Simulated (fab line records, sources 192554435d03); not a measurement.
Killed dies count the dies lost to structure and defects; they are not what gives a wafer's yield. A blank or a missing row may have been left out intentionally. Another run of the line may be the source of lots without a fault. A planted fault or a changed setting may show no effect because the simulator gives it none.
Which tool was responsible?    flow n5Finfet    Sampling: 10 lots, 30 wafers, 4 of 1938 route steps

WHAT THE GAUGES READ, wafer by wafer
N5_BEOL_M14_INSPECT_12: inspects for defects (macro). Usual: rawDefectCount reads 2.3 (standard deviation 1.6).
lot   measured      on                rawDefectCount  flag
L491  day 12 12:37  defectInspect-01  3 1 1           
L497  day 13 17:56  defectInspect-02  2 2 1           
L499  day 14 04:17  defectInspect-01  2 3 3           
L506  day 15 08:59  defectInspect-01  4 3 3           
L505  day 15 13:24  defectInspect-01  2 8 1           
L504  day 15 13:39  defectInspect-01  1 2 5           
L507  day 15 17:20  defectInspect-02  0 2 1           
L509  day 16 17:46  defectInspect-02  3 0 4           
L510  day 16 21:03  defectInspect-01  2 4 2           
L511  day 17 01:13  defectInspect-02  3 1 0           

N5_BEOL_M14_INSPECT_30: inspects for defects (macro). Usual: rawDefectCount reads 1.9 (standard deviation 1.4).
lot   measured      on                rawDefectCount  flag
L491  day 12 13:28  defectInspect-02  2 1 1           
L497  day 13 18:55  defectInspect-01  >300 >300 >300  OFF
L499  day 14 05:20  defectInspect-02  >300 >300 >300  OFF
L506  day 15 10:04  defectInspect-01  4 1 1           
L505  day 15 14:17  defectInspect-01  4 2 0           
L504  day 15 14:38  defectInspect-01  3 3 0           
L507  day 15 18:19  defectInspect-01  3 0 3           
L509  day 16 18:45  defectInspect-01  1 1 4           
L510  day 16 22:23  defectInspect-02  4 1 2           
L511  day 17 02:04  defectInspect-02  2 2 1           

EACH LOT AND THE TOOL THAT RAN IT (in order: tool; ch and the chambers of the sampled wafers; start)
lot   N5_BEOL_M14_STRIP_64                          N5_BEOL_M14_STRIP_71
L491  rieDiel-03 ch 0,3, day 12 13:01 or earlier    wetBench-04 ch 3,4,6, day 12 13:01
L497  rieDiel-03 ch 0,1,3, day 13 18:21 or earlier  wetBench-01 ch 1,3,6, day 13 18:21
L499  rieDiel-03 ch 0,3, day 14 04:46 or earlier    wetBench-01 ch 2,3,6, day 14 04:46
L506  rieDiel-05 ch 0,2, day 15 09:37 or earlier    wetBench-05 ch 4,5,6, day 15 09:37
L505  rieDiel-05 ch 1,3, day 15 13:49 or earlier    wetBench-04 ch 2,6,7, day 15 13:49
L504  rieDiel-03 ch 0,1,3, day 15 14:04 or earlier  wetBench-05 ch 3,4,5, day 15 14:04
L507  rieDiel-05 ch 1,2, day 15 17:44 or earlier    wetBench-04 ch 2,4,7, day 15 17:44
L509  rieDiel-03 ch 2,3, day 16 18:16 or earlier    wetBench-04 ch 0,1,6, day 16 18:16
L510  rieDiel-01 ch 0,1,2, day 16 21:49 or earlier  wetBench-01 ch 1,5,6, day 16 21:49
L511  rieDiel-01 ch 0,2,3, day 17 01:38 or earlier  wetBench-01 ch 0,1,2, day 17 01:38
- N5_BEOL_M14_STRIP_64: strips in O2.
- N5_BEOL_M14_STRIP_71: strips in post etch residue remover, time 60 s.

AS READ BY THE TOOLS THEMSELVES (means over the sampled wafers that have a number; for cases with no such wafer, the mark the record gives instead)
N5_BEOL_M14_STRIP_64. Usual: drypumpMotorCurrentA 5.6 A, standard deviation 0.38; oesProductAu 0.79 a.u., standard deviation 0.088; rfVppV 3.6 V, standard deviation 0.51; showerheadPlenumPTorr 2.10 Torr, standard deviation 0.07; throttleValvePct 16.64 %, standard deviation 0.22.
lot   tool        drypumpMotorCurrentA (A)  oesProductAu (a.u.)  rfVppV (V)  showerheadPlenumPTorr (Torr)  throttleValvePct (%)  flag
L491  rieDiel-03  5.8                       0.73                 3.3         2.11                          16.48                 
L497  rieDiel-03  5.7                       0.76                 4.2         2.08                          16.46                 
L499  rieDiel-03  5.8                       0.72                 3.9         2.10                          16.50                 
L506  rieDiel-05  5.3                       0.78                 4.0         2.14                          16.95                 
L505  rieDiel-05  6.2                       0.81                 3.5         2.20                          16.66                 
L504  rieDiel-03  5.8                       0.75                 3.8         2.07                          16.49                 
L507  rieDiel-05  5.4                       0.84                 3.3         2.14                          16.75                 
L509  rieDiel-03  5.5                       0.73                 4.0         2.01                          16.45                 
L510  rieDiel-01  5.8                       0.84                 4.1         2.04                          16.53                 
L511  rieDiel-01  5.7                       0.83                 3.4         2.04                          16.73                 

THE ANSWER, worked out from the rows above alone
Rule: a lot is off if the mean of its wafers that have a number lies more than 3 standard deviations from the usual mean. A lot without any number at a reading at which 4 lots or more have one is off too. The other lots that the step has rows for count as sound. First the gauges in route order, then the tools' own readings, where a lot's mean is used as printed above. The first step at which some lot is off is used, and at that step the reading that is off furthest; a lot without a number counts as furthest.
Off at N5_BEOL_M14_INSPECT_30 (rawDefectCount): L497, L499. Without a number there: L497, L499.
If a tool, at a process step before that reading, ran all the lots that are off and no sound lot after the first of them, it fits. Gauges at N5_BEOL_M14_INSPECT_30: tried the same way as those tools. N5_BEOL_M14_STRIP_64 gives no start for some lots, so the hours and the order of its lots are those of N5_BEOL_M14_STRIP_71. Of those tried, none fits.

WHAT THE SIMULATOR PUT IN
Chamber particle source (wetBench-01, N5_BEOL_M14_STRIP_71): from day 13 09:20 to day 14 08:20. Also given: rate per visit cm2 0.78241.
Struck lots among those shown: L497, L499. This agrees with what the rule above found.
